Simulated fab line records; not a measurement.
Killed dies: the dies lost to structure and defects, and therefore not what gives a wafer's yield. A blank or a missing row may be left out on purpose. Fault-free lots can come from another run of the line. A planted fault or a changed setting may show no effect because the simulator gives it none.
Which tool did it? / flow n5Finfet / 9 lots with 27 wafers sampled at 3 steps, on a route of 1938 steps

== WHAT THE GAUGES SHOWED, per wafer ==
N5_BEOL_M4_RC_MEAS_101. Usual: DIBL_N 35.8 mV/V, standard deviation 1.6; DIBL_P 36.0 mV/V, standard deviation 2.1; IOFF_N 0.153 nA/um, standard deviation 0.026; IOFF_P 0.21 nA/um, standard deviation 0.037; ION_N 673 uA/um, standard deviation 11; ION_P 462 uA/um, standard deviation 7.6; SS_N 71.4 mV/dec, standard deviation 0.53; SS_P 73.2 mV/dec, standard deviation 0.67; VT_N 250 mV, standard deviation 3.2; VT_P -250 mV, standard deviation 3.7.
lot=L754; measured=day 9 00:14; on=prober-02; DIBL_N (mV/V)=38.4 39.5 36.4; DIBL_P (mV/V)=37.5 39.5 35.9; IOFF_N (nA/um)=0.175 0.193 0.144; IOFF_P (nA/um)=0.22 0.27 0.20; ION_N (uA/um)=679 685 678; ION_P (uA/um)=461 473 464; SS_N (mV/dec)=72.8 72.2 70.8; SS_P (mV/dec)=73.6 74.4 73.0; VT_N (mV)=251 250 251; VT_P (mV)=-251 -249 -253; flag=
lot=L760; measured=day 10 08:57; on=prober-01; DIBL_N (mV/V)=35.2 35.3 36.4; DIBL_P (mV/V)=35.2 35.7 37.6; IOFF_N (nA/um)=0.136 0.153 0.168; IOFF_P (nA/um)=0.18 0.20 0.22; ION_N (uA/um)=671 688 688; ION_P (uA/um)=462 468 469; SS_N (mV/dec)=71.4 70.8 71.9; SS_P (mV/dec)=73.4 72.8 72.6; VT_N (mV)=250 249 246; VT_P (mV)=-252 -249 -248; flag=
lot=L763; measured=day 11 00:41; on=prober-02; DIBL_N (mV/V)=33.4 33.7 36.6; DIBL_P (mV/V)=32.2 32.9 37.2; IOFF_N (nA/um)=0.113 0.112 0.168; IOFF_P (nA/um)=0.16 0.17 0.23; ION_N (uA/um)=656 659 684; ION_P (uA/um)=449 457 465; SS_N (mV/dec)=71.4 70.6 71.2; SS_P (mV/dec)=71.8 72.4 73.2; VT_N (mV)=254 255 249; VT_P (mV)=-252 -251 -248; flag=
lot=L765; measured=day 11 09:40; on=prober-02; DIBL_N (mV/V)=38.2 36.9 35.5; DIBL_P (mV/V)=38.4 36.4 36.7; IOFF_N (nA/um)=0.195 0.161 0.151; IOFF_P (nA/um)=0.25 0.22 0.23; ION_N (uA/um)=687 676 679; ION_P (uA/um)=470 463 468; SS_N (mV/dec)=71.4 71.7 71.4; SS_P (mV/dec)=74.1 73.1 73.3; VT_N (mV)=247 248 249; VT_P (mV)=-247 -247 -247; flag=
lot=L764; measured=day 11 11:49; on=prober-01; DIBL_N (mV/V)=34.2 34.2 35.0; DIBL_P (mV/V)=35.2 34.9 35.9; IOFF_N (nA/um)=0.139 0.136 0.168; IOFF_P (nA/um)=0.20 0.21 0.23; ION_N (uA/um)=672 676 678; ION_P (uA/um)=467 472 466; SS_N (mV/dec)=71.2 71.8 71.3; SS_P (mV/dec)=72.5 72.8 73.4; VT_N (mV)=252 253 247; VT_P (mV)=-251 -248 -249; flag=
lot=L766; measured=day 12 04:37; on=prober-01; DIBL_N (mV/V)=35.8 36.1 36.9; DIBL_P (mV/V)=36.5 37.6 37.6; IOFF_N (nA/um)=0.149 0.159 0.176; IOFF_P (nA/um)=0.22 0.25 0.23; ION_N (uA/um)=669 666 691; ION_P (uA/um)=465 470 473; SS_N (mV/dec)=71.6 71.6 72.4; SS_P (mV/dec)=73.4 73.5 73.8; VT_N (mV)=252 251 251; VT_P (mV)=-251 -246 -249; flag=
lot=L768; measured=day 12 11:53; on=prober-01; DIBL_N (mV/V)=35.1 35.1 37.1; DIBL_P (mV/V)=36.0 35.8 38.2; IOFF_N (nA/um)=0.145 0.148 0.178; IOFF_P (nA/um)=0.19 0.19 0.22; ION_N (uA/um)=665 671 678; ION_P (uA/um)=459 458 460; SS_N (mV/dec)=70.7 71.4 72.4; SS_P (mV/dec)=73.7 72.8 74.1; VT_N (mV)=251 249 249; VT_P (mV)=-252 -250 -252; flag=
lot=L770; measured=day 13 01:37; on=prober-01; DIBL_N (mV/V)=36.5 37.5 34.7; DIBL_P (mV/V)=36.6 37.0 35.0; IOFF_N (nA/um)=0.159 0.174 0.136; IOFF_P (nA/um)=0.20 0.21 0.18; ION_N (uA/um)=669 680 661; ION_P (uA/um)=459 464 460; SS_N (mV/dec)=71.4 72.2 70.6; SS_P (mV/dec)=73.7 73.4 72.9; VT_N (mV)=253 250 253; VT_P (mV)=-251 -249 -254; flag=
lot=L772; measured=day 13 14:24; on=prober-02; DIBL_N (mV/V)=37.5 38.3 38.3; DIBL_P (mV/V)=38.2 39.0 38.8; IOFF_N (nA/um)=0.156 0.157 0.167; IOFF_P (nA/um)=0.21 0.24 0.22; ION_N (uA/um)=668 672 674; ION_P (uA/um)=458 469 458; SS_N (mV/dec)=71.6 71.8 71.5; SS_P (mV/dec)=73.6 74.3 73.8; VT_N (mV)=251 252 248; VT_P (mV)=-251 -250 -249; flag=

N5_BEOL_M6_CD_MEAS_18: pitch 80 nm, target cd 40 nm. Usual: cdNm reads 40.1 nm (standard deviation 0.63).
lot=L754; measured=day 9 14:55; on=cdSem-01; cdNm (nm)=41.4 40.1 40.3; flag=
lot=L760; measured=day 10 21:40; on=cdSem-02; cdNm (nm)=40.8 40.5 40.9; flag=
lot=L763; measured=day 11 17:24; on=cdSem-01; cdNm (nm)=40.2 40.0 39.6; flag=
lot=L765; measured=day 12 02:11; on=cdSem-02; cdNm (nm)=39.8 39.5 39.3; flag=
lot=L764; measured=day 12 05:31; on=cdSem-01; cdNm (nm)=40.7 40.8 40.0; flag=
lot=L766; measured=day 12 18:35; on=cdSem-01; cdNm (nm)=40.5 39.5 40.8; flag=
lot=L768; measured=day 13 09:50; on=cdSem-02; cdNm (nm)=38.8 39.5 38.8; flag=
lot=L770; measured=day 13 18:20; on=cdSem-02; cdNm (nm)=39.8 38.9 39.6; flag=
lot=L772; measured=day 14 06:49; on=cdSem-02; cdNm (nm)=39.8 40.2 39.2; flag=

== EACH LOT AND THE TOOL THAT RAN IT (in order: tool; ch and the chambers of the sampled wafers; start) ==
lot=L754; N5_BEOL_M6_ETCH_61=rieDiel-05 ch 0,1,2, day 9 14:25
lot=L760; N5_BEOL_M6_ETCH_61=rieDiel-05 ch 1,2, day 10 21:14
lot=L763; N5_BEOL_M6_ETCH_61=rieDiel-01 ch 0,1,3, day 11 16:58
lot=L765; N5_BEOL_M6_ETCH_61=rieDiel-05 ch 0,1, day 12 01:45
lot=L764; N5_BEOL_M6_ETCH_61=rieDiel-01 ch 0,1,2, day 12 05:05
lot=L766; N5_BEOL_M6_ETCH_61=rieDiel-06 ch 0,1,3, day 12 18:10
lot=L768; N5_BEOL_M6_ETCH_61=rieDiel-06 ch 0,3, day 13 09:24
lot=L770; N5_BEOL_M6_ETCH_61=rieDiel-01 ch 0,2, day 13 17:54
lot=L772; N5_BEOL_M6_ETCH_61=rieDiel-01 ch 0,1,2, day 14 06:24
- N5_BEOL_M6_ETCH_61: etches SiARC in CF4, target depth 45.5 nm, time 75.8 s.

== WHAT THE TOOLS THEMSELVES READ (means of the sampled wafers that have a number; where no wafer has one, the mark that the record gives instead) ==
N5_BEOL_M6_ETCH_61. Usual: drypumpMotorCurrentA 5.6 A, standard deviation 0.49; etchRfOnTimeS 76.4 s, standard deviation 1.4; oesProductAu 0.67 a.u., standard deviation 0.07; rfVppV 184.3 V, standard deviation 1.1; showerheadPlenumPTorr 2.16 Torr, standard deviation 0.062; throttleValvePct 15.69 %, standard deviation 0.23.
lot=L754; tool=rieDiel-05; drypumpMotorCurrentA (A)=5.8; etchRfOnTimeS (s)=76.3; oesProductAu (a.u.)=0.61; rfVppV (V)=184.1; showerheadPlenumPTorr (Torr)=2.18; throttleValvePct (%)=15.79; flag=
lot=L760; tool=rieDiel-05; drypumpMotorCurrentA (A)=5.5; etchRfOnTimeS (s)=76.9; oesProductAu (a.u.)=0.63; rfVppV (V)=185.3; showerheadPlenumPTorr (Torr)=2.23; throttleValvePct (%)=15.86; flag=
lot=L763; tool=rieDiel-01; drypumpMotorCurrentA (A)=5.4; etchRfOnTimeS (s)=76.0; oesProductAu (a.u.)=0.69; rfVppV (V)=183.3; showerheadPlenumPTorr (Torr)=2.12; throttleValvePct (%)=15.75; flag=
lot=L765; tool=rieDiel-05; drypumpMotorCurrentA (A)=6.3; etchRfOnTimeS (s)=75.6; oesProductAu (a.u.)=0.77; rfVppV (V)=184.3; showerheadPlenumPTorr (Torr)=2.15; throttleValvePct (%)=15.39; flag=
lot=L764; tool=rieDiel-01; drypumpMotorCurrentA (A)=5.7; etchRfOnTimeS (s)=76.5; oesProductAu (a.u.)=0.68; rfVppV (V)=183.8; showerheadPlenumPTorr (Torr)=2.12; throttleValvePct (%)=15.64; flag=
lot=L766; tool=rieDiel-06; drypumpMotorCurrentA (A)=5.3; etchRfOnTimeS (s)=75.9; oesProductAu (a.u.)=0.64; rfVppV (V)=184.5; showerheadPlenumPTorr (Torr)=2.12; throttleValvePct (%)=15.75; flag=
lot=L768; tool=rieDiel-06; drypumpMotorCurrentA (A)=5.2; etchRfOnTimeS (s)=75.7; oesProductAu (a.u.)=0.65; rfVppV (V)=183.7; showerheadPlenumPTorr (Torr)=2.09; throttleValvePct (%)=15.78; flag=
lot=L770; tool=rieDiel-01; drypumpMotorCurrentA (A)=5.5; etchRfOnTimeS (s)=78.0; oesProductAu (a.u.)=0.64; rfVppV (V)=184.1; showerheadPlenumPTorr (Torr)=2.11; throttleValvePct (%)=15.73; flag=
lot=L772; tool=rieDiel-01; drypumpMotorCurrentA (A)=5.7; etchRfOnTimeS (s)=78.0; oesProductAu (a.u.)=0.66; rfVppV (V)=183.8; showerheadPlenumPTorr (Torr)=2.12; throttleValvePct (%)=15.69; flag=

== THE ANSWER, worked out from the rows above alone ==
Rule: a lot counts as off when the mean over its wafers that have a number is more than 3 standard deviations away from the usual mean. A lot without any number at a reading at which 4 lots or more have one is off too. Any other lot the step has rows for is counted as sound. The gauges are gone through in route order, then the tools' own readings, and for those a lot's mean is taken as printed above. The first step at which some lot is off is used, and at that step the reading that is off furthest; a lot without a number counts as furthest.
None of the lots is off at any reading shown; this tells nothing.

== WHAT THE SIMULATOR HAD INSERTED ==
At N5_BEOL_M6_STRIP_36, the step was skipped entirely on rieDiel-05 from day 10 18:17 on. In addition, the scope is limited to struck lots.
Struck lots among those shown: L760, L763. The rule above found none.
